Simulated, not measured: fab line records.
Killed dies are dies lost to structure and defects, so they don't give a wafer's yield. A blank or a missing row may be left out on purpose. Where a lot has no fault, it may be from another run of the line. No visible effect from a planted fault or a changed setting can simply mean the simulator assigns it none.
A single fault, viewed from 3 desks	flow n5_finfet	only its own numbers are on each desk; what lay behind them is given at the end

== THE DEFECT DESK ==
Counts from the inspections along the route, per lot, as means over the sampled wafers that have a number. The brackets show how far a lot's mean lies from the usual mean; more than 4 standard deviations puts the lot out of limits, marked OUT.
Columns: A = raw_defect_count at N5_BEOL_M4_INSPECT_30, usual 417
lot	first seen here	A
L566	day 8 11:52	310
L567	day 8 16:52	379
L569	day 9 07:21	580
L573	day 10 08:21	376
L582	day 12 07:52	461
This desk's finding: nothing out of limits on any of the 5 lots.

== METROLOGY DESK ==
What the gauges read, lot by lot, whatever tool the lot ran on: means of the sampled wafers that have a number. The brackets show how far a lot's mean lies from the usual mean; more than 4 standard deviations puts the lot out of limits, marked OUT. It has 12 readings; the 7 that lie furthest out on some lot are the ones shown.
Columns: A = DIBL_N at N5_BEOL_M4_RC_MEAS_101, usual 36.1 mV/V; B = DIBL_P at N5_BEOL_M4_RC_MEAS_101, usual 35.8 mV/V; C = IOFF_N at N5_BEOL_M4_RC_MEAS_101, usual 0.157 nA/um; D = IOFF_P at N5_BEOL_M4_RC_MEAS_101, usual 0.21 nA/um; E = ION_N at N5_BEOL_M4_RC_MEAS_101, usual 677 uA/um; F = SS_N at N5_BEOL_M4_RC_MEAS_101, usual 71.3 mV/dec; G = VT_N at N5_BEOL_M4_RC_MEAS_101, usual 249 mV
lot	first seen here	A	B	C	D	E	F	G
L566	day 8 11:47	34.6	34.0	0.151	0.18	682	70.7	248
L567	day 8 16:46	36.9	35.2	0.152	0.20	670	71.2	252
L569	day 9 07:16	36.5	35.8	0.162	0.22	676	71.0	249
L573	day 10 08:16	38.6	38.7	0.198	0.27	680	71.8	245
L582	day 12 07:47	34.1	33.9	0.116	0.19	657	70.5	254
This desk's finding: nothing out of limits on any of the 5 lots.

== AT THE TOOL OWNER'S DESK: rie_diel-01 ==
The tool's own readings at N5_BEOL_M4_ETCH_70 (etches SOC in N2/H2, target depth 80 nm, overetch 24 nm, time 130 s): means of the sampled wafers that have a number, for each lot that ran on this tool. The brackets show how far a lot's mean lies from the usual mean; more than 4 standard deviations puts the lot out of limits, marked OUT.
Columns: A = drypump_motor_current_A at N5_BEOL_M4_ETCH_70, usual 5.8 A; B = oes_product_au at N5_BEOL_M4_ETCH_70, usual 0.62 a.u.; C = rf_vpp_V at N5_BEOL_M4_ETCH_70, usual 523.9 V; D = run_length_s at N5_BEOL_M4_ETCH_70, usual 153.4 s; E = showerhead_plenum_p_Torr at N5_BEOL_M4_ETCH_70, usual 2.55 Torr; F = throttle_valve_pct at N5_BEOL_M4_ETCH_70, usual 17.74 %
lot	first seen here	A	B	C	D	E	F
L566	day 9 06:04	5.9	0.64	524.1	153.4	2.56	17.80
L567	day 9 12:54	6.0	0.64	524.3	153.5	2.56	17.82
L569	day 9 21:04	5.7	0.64	523.7	153.5	2.55	17.64
L582	day 12 23:00	5.8	0.74	525.0	133.0 (-64) OUT	2.57	17.64
This desk's finding: out of limits on L582; first on L582, day 12 23:00 (run_length_s at N5_BEOL_M4_ETCH_70). L566, L567, L569: within limits.

== PUT TOGETHER ==
On L582, at day 12 23:00, an alarm was possible from the tool owner's desk.
Nothing the defect desk looked at was out of limits.
At the metrology desk, nothing out of limits was observed.
The defect desk has L582 on record, within its limits.
The metrology desk holds a record of L582, inside its limits.
N5_BEOL_M4_ETCH_70 was run on rie_diel-01 by each of the lots named.

== WHAT THE SIMULATOR HAD INSERTED ==
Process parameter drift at N5_BEOL_M4_ETCH_70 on rie_diel-01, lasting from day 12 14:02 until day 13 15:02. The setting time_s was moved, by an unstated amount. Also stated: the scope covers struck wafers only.
Shown lots that were struck: L582.
Time in hours from fault onset to the first out-of-limits reading at each desk: the tool owner's desk, 9.
